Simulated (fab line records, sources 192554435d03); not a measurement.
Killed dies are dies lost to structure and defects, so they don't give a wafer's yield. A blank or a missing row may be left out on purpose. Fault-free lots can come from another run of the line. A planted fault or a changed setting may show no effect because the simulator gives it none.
Struck lot and sound lot, side by side || flow n5 finfet || 41 steps out of a route of 1938
Sound: wafers L253.3, L253.4, L253.5. Struck: wafers L258.1, L258.5 (left out: L258.2, a lot-mate that was not struck); the cause follows at the end.
Order at every step that has rows: each side's tool, ch and its chambers, its first start. Under that, the readings that differ: sound wafers || struck wafers || difference of the means || sigmas: that difference in standard deviations of wafers without a fault.
alike: readings with means less than 2 such deviations apart, plus words and numbers identical on both sides. not compared: withheld readings, readings lacking a value on some wafer, bounds such as >300 that could conceal the same value, and numbers that have no deviation in the record and whose values overlap.
The two part at a step that has a row with sigmas, a row that says differs or no value, or rows on one side only. Non-overlapping numbers with no deviation appear without sigmas and do not part them. Lack of a reading on every wafer of one side parts them only where that side has two or more wafers.

first, 9 steps without rows for these wafers: N5_BEOL_M4_ANNEAL_95 (time 240 s); N5_BEOL_M4_SPUTTER_96 (material Cu, target thk 4.5 nm, time 8.29 s); N5_BEOL_M4_ECD_50 (material Cu, target thk 300 nm); N5_BEOL_M4_ANNEAL_51 (time 90 s); N5_BEOL_M4_CMP_52 (polishes, stops on SiOC, t overpolish 6.8 s, target thk 40 nm); N5_BEOL_M4_PRE_CLEAN_60 (time 15 s); N5_BEOL_M4_CO_CAP_55 (material Co, precursor CCTBA/H2, target thk 2 nm, time 102.1 s); N5_BEOL_M4_PRE_CLEAN_56 (time 15 s); N5_BEOL_M4_DEP_57 (deposits SiCN from 3MS/NH3, target thk 8 nm, time 14 s).
N5_BEOL_M4_RC_MEAS_101:
  sound on prober-02 ch 0, day 12 07:04; struck on prober-01 ch 0, day 13 19:10
{"reading": "DIBL_N (mV/V)", "sound": "38.8 36.6 37.1", "struck": "35.5 33.1", "difference": -3.2, "sigmas": -2}
{"reading": "IOFF_N (nA/um)", "sound": "0.221 0.177 0.181", "struck": "0.146 0.111", "difference": -0.065, "sigmas": -2}
{"reading": "VT_N (mV)", "sound": "246.4 248.0 247.4", "struck": "250.9 256.7", "difference": "+6.5", "sigmas": "+2"}
  alike: DIBL_P, IOFF_P, ION_N, ION_P, SS_N, SS_P, VT_P
then, 24 steps without rows for these wafers: N5_BEOL_M5_ILD_DEP_00 (deposits SiCOH lowk from DEMS/porogen, target thk 140.64 nm, time 25.9 s); N5_BEOL_M5_CURE_79 (cures SiCOH lowk, time 240 s); N5_BEOL_M5_PECVD_70 (deposits SiO2 from TEOS/O2, target thk 16 nm, time 18 s); N5_BEOL_M5_HM_DEP_02 (deposits TiN, target thk 20 nm); N5_BEOL_M5_COAT_59 (time 60 s, resist thk 60 nm); N5_BEOL_M5_COAT_60 (time 60 s, resist thk 12 nm); N5_BEOL_M5_COAT_71 (time 60 s, resist thk 5 nm); N5_BEOL_M5_COAT_05 (resist thk 30 nm); N5_BEOL_M5_EBR_07; N5_BEOL_M5_SOFTBAKE_06 (time 60 s); N5_BEOL_M5_EXPOSE_08 (exposes mask M5, target cd 28 nm); N5_BEOL_M5_PEB_09 (peb time 60 s); N5_BEOL_M5_DEVELOP_10 (develop time 30 s); N5_BEOL_M5_DESCUM_16 (chemistry O2, time 7 s); N5_BEOL_M5_ETCH_72 (etches underlayer in N2/H2, target depth 6.5 nm, time 5.2 s); N5_BEOL_M5_ETCH_61 (etches SiARC in CF4, target depth 15.6 nm, time 26 s); N5_BEOL_M5_ETCH_62 (etches SOC in N2/H2, target depth 75 nm, overetch 15 nm, time 112.5 s); N5_BEOL_M5_STRIP_63 (strips in N2/H2); N5_BEOL_M5_STRIP_73 (strips in N2/H2); N5_BEOL_M5_STRIP_64 (strips in CF4); N5_BEOL_M5_HM_OPEN_17 (chemistry Cl2/BCl3, target TiN, target depth 20 nm, overetch 6 nm); N5_BEOL_M5_STRIP_19 (strips in O2); N5_BEOL_M5_COAT_65 (time 60 s, resist thk 60 nm); N5_BEOL_M5_COAT_66 (time 60 s, resist thk 12 nm).
N5_BEOL_M7_HM_DEP_02: deposits TiN, target thk 20 nm.
  struck on pvd sputter-01, day 14 23:53; sound on pvd sputter-01, day 13 09:30
{"reading": "susceptor temp C (C)", "sound": "24.99 24.97 25.13", "struck": "24.93 24.68", "difference": -0.22, "sigmas": -2}
{"reading": "model.TiN_of_BEOL_M7_HM_DEP_02.thk nm (nm)", "sound": "19.8 20 19.8", "struck": "35.6 35.6", "difference": "+15.7", "sigmas": ""}
  alike: throttle valve pct
N5_BEOL_M7_HM_OPEN_17: chemistry Cl2/BCl3, target TiN, target depth 20 nm, overetch 6 nm.
  sound on rie metal-02 ch 0,1, day 13 10:21; struck on rie metal-03 ch 0,1, day 15 00:53
{"reading": "model.etch.depth nm (nm)", "sound": "19.82 19.93 19.88", "struck": "25.76 25.92", "difference": "+5.96", "sigmas": ""}
  alike: drypump motor current A, oes product au, throttle valve pct
  not compared: rf hours counter h
N5_BEOL_M7_VIA_ETCH_34: etches SiCOH lowk in C4F6/O2, target depth 125.5 nm, time 50.5 s.
  sound on rie diel-05 ch 2,3, day 13 14:14; struck on rie diel-02 ch 1,3, day 15 02:54
{"reading": "oes product au (a.u.)", "sound": "0.87 0.88 0.69", "struck": "0.27 0.28", "difference": -0.54, "sigmas": -7}
  alike: drypump motor current A, rf vpp V, showerhead plenum p Torr, throttle valve pct
  not compared: rf hours counter h
N5_BEOL_M7_TRENCH_ETCH_37: etches SiCOH lowk in C4F6/O2, target depth 93.478 nm, time 31.2 s.
  sound: rie diel-05 ch 2,3; struck: rie diel-02 ch 1,3
{"reading": "model.TiN_of_BEOL_M7_HM_DEP_02.thk nm (nm)", "sound": "17.2 17.2 17.2", "struck": "33 32.8", "difference": "+16", "sigmas": ""}
  alike: drypump motor current A, oes product au, rf vpp V, showerhead plenum p Torr, throttle valve pct
  not compared: rf hours counter h
N5_BEOL_M7_OCD_MEAS_38:
  struck on ocd-02, day 15 03:09; sound on ocd-02, day 13 14:29
{"reading": "trench depth nm (nm)", "sound": "94.2 93.4 91.9", "struck": "- -", "difference": "no value on the struck wafers", "sigmas": ""}
N5_BEOL_M7_CD_MEAS_35: target cd 40 nm.
  struck on cd sem-02, day 15 03:38; sound on cd sem-03, day 13 14:38
{"reading": "cd nm (nm)", "sound": "39.7 40.6 40.9", "struck": "- -", "difference": "no value on the struck wafers", "sigmas": ""}
-- a jump in the record: the struck wafers' starts before and after are 4 days apart (it breaks off in module BEOL_M7 and resumes in module PASSIVATION, where the first step shown is number 1936 of the route) --
N5_PASSIVATION_PROBE_49:
  only the struck wafers here have rows in the record (prober-02, day 18 16:31); the sound ones have none

## WHERE THEY PART
First at N5_BEOL_M4_RC_MEAS_101; last, within this record, at N5_PASSIVATION_PROBE_49.

WHY: what the simulator had put in
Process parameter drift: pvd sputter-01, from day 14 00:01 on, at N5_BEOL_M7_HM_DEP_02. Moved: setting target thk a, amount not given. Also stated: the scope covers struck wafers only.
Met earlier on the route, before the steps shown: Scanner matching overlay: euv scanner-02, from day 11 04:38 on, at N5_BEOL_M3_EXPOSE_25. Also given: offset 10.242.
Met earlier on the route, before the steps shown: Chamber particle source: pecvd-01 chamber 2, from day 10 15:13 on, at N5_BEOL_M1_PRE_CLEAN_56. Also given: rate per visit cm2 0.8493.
